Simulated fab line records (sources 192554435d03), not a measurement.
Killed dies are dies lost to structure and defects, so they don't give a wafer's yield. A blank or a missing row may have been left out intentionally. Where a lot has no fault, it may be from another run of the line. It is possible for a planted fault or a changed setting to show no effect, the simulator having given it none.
Matching of chambers / flow n5_finfet / N5_SPACER0_ALD_00 on ald_sin-02: 4 sister chambers
The step deposits SiOCN, target thk 3.5 nm, pulse time 3 s, purge time 2 s. 8 wafers are shown with their chamber, then 10 later ones without.

== WAFERS, EACH WITH ITS CHAMBER ==
wafer=L074.2; chamber=1; heater_power_w (W)=808; precursor_pulse_height_rel=1.002
wafer=L078.4; chamber=1; heater_power_w (W)=828; precursor_pulse_height_rel=1.010
wafer=L080.2; chamber=0; heater_power_w (W)=912; precursor_pulse_height_rel=1.001
wafer=L080.5; chamber=0; heater_power_w (W)=899; precursor_pulse_height_rel=0.961
wafer=L084.1; chamber=3; heater_power_w (W)=928; precursor_pulse_height_rel=1.018
wafer=L084.6; chamber=2; heater_power_w (W)=868; precursor_pulse_height_rel=1.012
wafer=L089.1; chamber=2; heater_power_w (W)=859; precursor_pulse_height_rel=1.012
wafer=L089.2; chamber=3; heater_power_w (W)=930; precursor_pulse_height_rel=1.027

== WAFERS MISSING THEIR CHAMBER ==
wafer=L089.4; heater_power_w (W)=820; precursor_pulse_height_rel=0.995
wafer=L090.1; heater_power_w (W)=873; precursor_pulse_height_rel=1.016
wafer=L090.2; heater_power_w (W)=943; precursor_pulse_height_rel=0.963
wafer=L090.3; heater_power_w (W)=820; precursor_pulse_height_rel=0.999
wafer=L094.1; heater_power_w (W)=881; precursor_pulse_height_rel=1.008
wafer=L094.2; heater_power_w (W)=826; precursor_pulse_height_rel=0.999
wafer=L094.3; heater_power_w (W)=928; precursor_pulse_height_rel=1.015
wafer=L095.1; heater_power_w (W)=883; precursor_pulse_height_rel=0.981
wafer=L095.2; heater_power_w (W)=813; precursor_pulse_height_rel=0.953
wafer=L095.3; heater_power_w (W)=943; precursor_pulse_height_rel=0.974

== CHAMBER TAKEN BY EACH ==
wafer=L089.4; from the rows above=1; in truth=1
wafer=L090.1; from the rows above=2; in truth=2
wafer=L090.2; from the rows above=can't be placed: 3 or 0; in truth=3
wafer=L090.3; from the rows above=1; in truth=1
wafer=L094.1; from the rows above=can't be placed: 2 or 0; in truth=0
wafer=L094.2; from the rows above=1; in truth=1
wafer=L094.3; from the rows above=3; in truth=3
wafer=L095.1; from the rows above=can't be placed: 0 or 2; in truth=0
wafer=L095.2; from the rows above=1; in truth=1
wafer=L095.3; from the rows above=can't be placed: 3 or 0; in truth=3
Correctly placed: 6 of 10. Cannot be placed on the basis of these rows: 4; the candidates contain the true chamber in 4. Wrongly placed: 0.
How it was worked out, from the rows above alone: a wafer's distance from a chamber is the root of the sum, over the readings, of the square of ((its reading less the chamber's mean) divided by the reading's scatter). The wafer belongs to the nearest chamber; if the next one is less than 2 further off, it can't be placed. Each chamber's mean is taken over the wafers shown for it. How the scatter is found: for the shown wafers, subtract from each reading the mean of its chamber, square and add these, divide the total by (wafers less chambers), then take the root.
